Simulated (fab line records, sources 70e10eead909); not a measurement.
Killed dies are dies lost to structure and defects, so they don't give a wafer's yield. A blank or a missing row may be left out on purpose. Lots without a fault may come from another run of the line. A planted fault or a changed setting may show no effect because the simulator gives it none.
Chamber matching | flow nand_harc | NHARC_A_CHANNEL_HOLE_D1_ETCH_38 on rie_diel-12: 4 sister chambers
The step etches the open film in CF4, target depth 39 nm, time 65 s. 36 wafers are shown with their chamber, then 12 later ones without.

WAFERS WITH THEIR CHAMBER
wafer  | chamber | drypump_motor_current_A (A) | showerhead_plenum_p_Torr (Torr) | rf_vpp_V (V)
L074.2 | 2       | 5.2                         | 1.71                            | 150.9
L074.3 | 0       | 6.0                         | 1.73                            | 149.9
L074.6 | 3       | 5.1                         | 1.66                            | 149.3
L075.1 | 3       | 5.1                         | 1.66                            | 149.7
L075.4 | 2       | 5.2                         | 1.70                            | 149.8
L075.5 | 2       | 5.2                         | 1.70                            | 149.7
L076.1 | 3       | 5.1                         | 1.66                            | 150.2
L076.3 | 1       | 6.6                         | 1.76                            | 149.9
L076.4 | 2       | 5.2                         | 1.70                            | 151.0
L077.3 | 3       | 5.1                         | 1.66                            | 150.9
L077.4 | 1       | 6.5                         | 1.76                            | 151.6
L077.6 | 1       | 6.6                         | 1.76                            | 150.1
L079.1 | 0       | 6.0                         | 1.73                            | 150.9
L079.2 | 2       | 5.2                         | 1.70                            | 150.7
L079.4 | 0       | 6.0                         | 1.73                            | 150.9
L080.4 | 0       | 6.0                         | 1.73                            | 150.7
L080.5 | 0       | 6.0                         | 1.73                            | 151.8
L080.6 | 1       | 6.5                         | 1.76                            | 152.2
L082.1 | 2       | 5.2                         | 1.70                            | 150.8
L082.2 | 1       | 6.6                         | 1.76                            | 150.1
L082.4 | 3       | 5.1                         | 1.65                            | 149.9
L085.2 | 3       | 5.1                         | 1.65                            | 149.9
L085.3 | 2       | 5.2                         | 1.70                            | 151.1
L085.6 | 0       | 6.0                         | 1.73                            | 150.1
L087.2 | 0       | 6.0                         | 1.72                            | 150.7
L087.4 | 3       | 5.1                         | 1.65                            | 150.8
L087.5 | 0       | 6.0                         | 1.72                            | 151.4
L088.1 | 1       | 6.6                         | 1.75                            | 153.2
L088.4 | 0       | 6.0                         | 1.72                            | 150.1
L088.5 | 3       | 5.1                         | 1.65                            | 149.0
L089.1 | 2       | 5.2                         | 1.70                            | 150.7
L089.2 | 3       | 5.1                         | 1.65                            | 149.9
L089.3 | 1       | 6.6                         | 1.75                            | 151.0
L091.3 | 1       | 6.6                         | 1.75                            | 150.5
L091.4 | 3       | 5.1                         | 1.65                            | 148.5
L091.6 | 1       | 6.6                         | 1.75                            | 149.5

SIGNATURES (means of the wafers above)
reading                  | chamber 0 | chamber 1 | chamber 2 | chamber 3 | scatter within a chamber
drypump_motor_current_A  | 6.000     | 6.578     | 5.200     | 5.100     | 0.022
showerhead_plenum_p_Torr | 1.7267    | 1.7556    | 1.7012    | 1.6540    | 0.00484
rf_vpp_V                 | 150.722   | 150.900   | 150.588   | 149.810   | 0.829
Rule: a wafer's distance from a chamber is the root of the sum, over the readings, of the square of ((its reading less the chamber's mean) divided by the reading's scatter). The wafer belongs to the nearest chamber; if the next one is less than 2 further off, it can't be placed. The scatter: the root of (the sum of the squares of (reading less its chamber's mean) over the shown wafers, divided by (wafers less chambers)).

WAFERS WITHOUT THEIR CHAMBER
wafer  | drypump_motor_current_A (A) | showerhead_plenum_p_Torr (Torr) | rf_vpp_V (V)
L092.1 | 5.2                         | 1.70                            | 150.8
L092.3 | 6.6                         | 1.75                            | 152.0
L092.6 | 5.2                         | 1.70                            | 149.7
L094.4 | 6.0                         | 1.72                            | 150.2
L094.5 | 5.1                         | 1.65                            | 150.6
L094.6 | 6.0                         | 1.72                            | 150.2
L095.1 | 6.6                         | 1.75                            | 151.0
L095.2 | 6.0                         | 1.72                            | 150.1
L095.5 | 6.6                         | 1.75                            | 149.1
L096.1 | 5.1                         | 1.65                            | 149.3
L096.2 | 6.0                         | 1.72                            | 150.6
L096.3 | 6.5                         | 1.75                            | 152.2

WHICH CHAMBER EACH WENT THROUGH
wafer  | from the rows above | in truth
L092.1 | 2                   | 2
L092.3 | 1                   | 1
L092.6 | 2                   | 2
L094.4 | 0                   | 0
L094.5 | 3                   | 3
L094.6 | 0                   | 0
L095.1 | 1                   | 1
L095.2 | 0                   | 0
L095.5 | 1                   | 1
L096.1 | 3                   | 3
L096.2 | 0                   | 0
L096.3 | 1                   | 1
Placed correctly: 12 of 12. Can't be placed from these rows: 0. Placed wrongly: 0.
